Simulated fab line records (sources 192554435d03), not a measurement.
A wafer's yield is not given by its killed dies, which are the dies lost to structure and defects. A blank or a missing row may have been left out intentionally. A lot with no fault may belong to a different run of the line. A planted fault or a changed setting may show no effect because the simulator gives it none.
A struck lot beside a sound one || flow n5Finfet || 14 out of 1938 route steps
Sound: wafers L640.2, L640.4, L640.6. Struck: wafer L655.4 (left out: L655.5, a lot-mate that was not struck); the cause follows at the end.
Per side, at each step with rows, come the tool, then ch with its chambers, and then its first start. Under that, the readings that differ: sound wafers || struck wafers || difference of the means || sigmas: that difference in standard deviations of wafers without a fault.
alike: readings whose means differ by less than 2 such deviations, and words and numbers that are the same on both sides. not compared: withheld readings, readings that some wafer has no value for, bounds like >300 that may hide the same value, and numbers for which the record gives no deviation and whose values overlap.
The two part at a step that has a row with sigmas, a row that says differs or no value, or rows on one side only. Non-overlapping numbers with no deviation appear without sigmas and do not part them. A reading that every wafer of one side lacks parts them only if that side has two wafers or more.

first, 9 steps without rows for these wafers: N5_MOL_CONTACT_COAG_DEVELOP_07 (develop time 30 s); N5_MOL_CONTACT_COAG_DESCUM_13 (chemistry O2, time 7 s); N5_MOL_CONTACT_COAG_ETCH_59 (etches underlayer in N2/H2, target depth 13 nm, time 10.4 s); N5_MOL_CONTACT_COAG_ETCH_105 (etches SiARC in CF4, target depth 15.6 nm, time 26 s); N5_MOL_CONTACT_COAG_ETCH_106 (etches SOC in N2/H2, target depth 80 nm, overetch 16 nm, time 120 s); N5_MOL_CONTACT_COAG_STRIP_107 (strips in N2/H2); N5_MOL_CONTACT_COAG_STRIP_108 (strips in N2/H2); N5_MOL_CONTACT_COAG_CONTACT_ETCH_14 (etches SiO2 in C4F6/O2, target depth 27.5 nm, overetch 8.5 nm, time 20 s); N5_MOL_CONTACT_COAG_STRIP_109 (strips in C4F6/O2).
N5_MOL_CONTACT_COAG_ETCH_15: etches SiNx in CH3F/O2, stops on Si:P, target depth 7 nm.
  sound on rieDiel-06 ch 0,2, day 5 21:17; struck on rieDiel-06 ch 2, day 9 11:12
{"reading": "oesProductAu (a.u.)", "sound": "0.65 0.54 0.65", "struck": 0.44, "difference": -0.17, "sigmas": -4}
{"reading": "overEtchFrac", "sound": "0.75 0.75 0.75", "struck": 1.6453, "difference": "+0.8953", "sigmas": ""}
{"reading": "showerheadPlenumPTorr (Torr)", "sound": "2.13 1.91 2.13", "struck": 1.90, "difference": -0.16, "sigmas": -2}
{"reading": "model.SOC_of_MOL_CONTACT_COAG_COAT_103.thkNm (nm)", "sound": "75.6 75.4 75.8", "struck": 73.6, "difference": -2.0, "sigmas": ""}
  alike: chamberPressureMTorr, drypumpMotorCurrentA, rfVppV, throttleValvePct
  not compared: rfHoursCounterH
N5_MOL_CONTACT_COAG_ETCH_110: etches Si in CF4/O2, target depth 2.5 nm, time 8 s.
  sound on rieDiel-06 ch 0,2, day 5 21:21; struck on rieDiel-06 ch 2, day 9 11:16
{"reading": "showerheadPlenumPTorr (Torr)", "sound": "2.36 2.13 2.36", "struck": 2.12, "difference": -0.16, "sigmas": -2}
{"reading": "throttleValvePct (%)", "sound": "10.25 10.88 10.26", "struck": 10.95, "difference": "+0.49", "sigmas": "+2"}
{"reading": "model.SOC_of_MOL_CONTACT_COAG_COAT_103.thkNm (nm)", "sound": "74 73.8 74.2", "struck": 72, "difference": -2, "sigmas": ""}
  alike: chamberPressureMTorr, drypumpMotorCurrentA, oesProductAu, rfVppV
  not compared: rfHoursCounterH
then, 1 step without rows for these wafers: N5_MOL_CONTACT_COAG_STRIP_98 (strips in N2/H2).
-- here the record skips 4 days between the struck wafers' starts before and after, leaving off in module MOL_CONTACT_COAG and picking up in module BEOL_M4 (first step shown: number 1111 of the route) --
N5_BEOL_M4_RC_MEAS_101:
  sound on prober-02 ch 0, day 8 21:40; struck on prober-01 ch 0, day 12 23:53
  alike: DIBL_N, DIBL_P, IOFF_N, IOFF_P, ION_N, ION_P, SS_N, SS_P, VT_N, VT_P
N5_PASSIVATION_PROBE_49:
  the record has rows for the sound wafers here (prober-02, day 13 04:49) and none for the struck ones

WHERE THEY PART
At N5_MOL_CONTACT_COAG_ETCH_15 first; at N5_PASSIVATION_PROBE_49 last (within this record only).

WHY: whatever the simulator had introduced
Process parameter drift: rieDiel-06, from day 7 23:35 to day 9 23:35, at N5_MOL_CONTACT_COAG_ETCH_15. The setting overEtchFrac was moved by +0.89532, starting from 0.75. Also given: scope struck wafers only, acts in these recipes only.
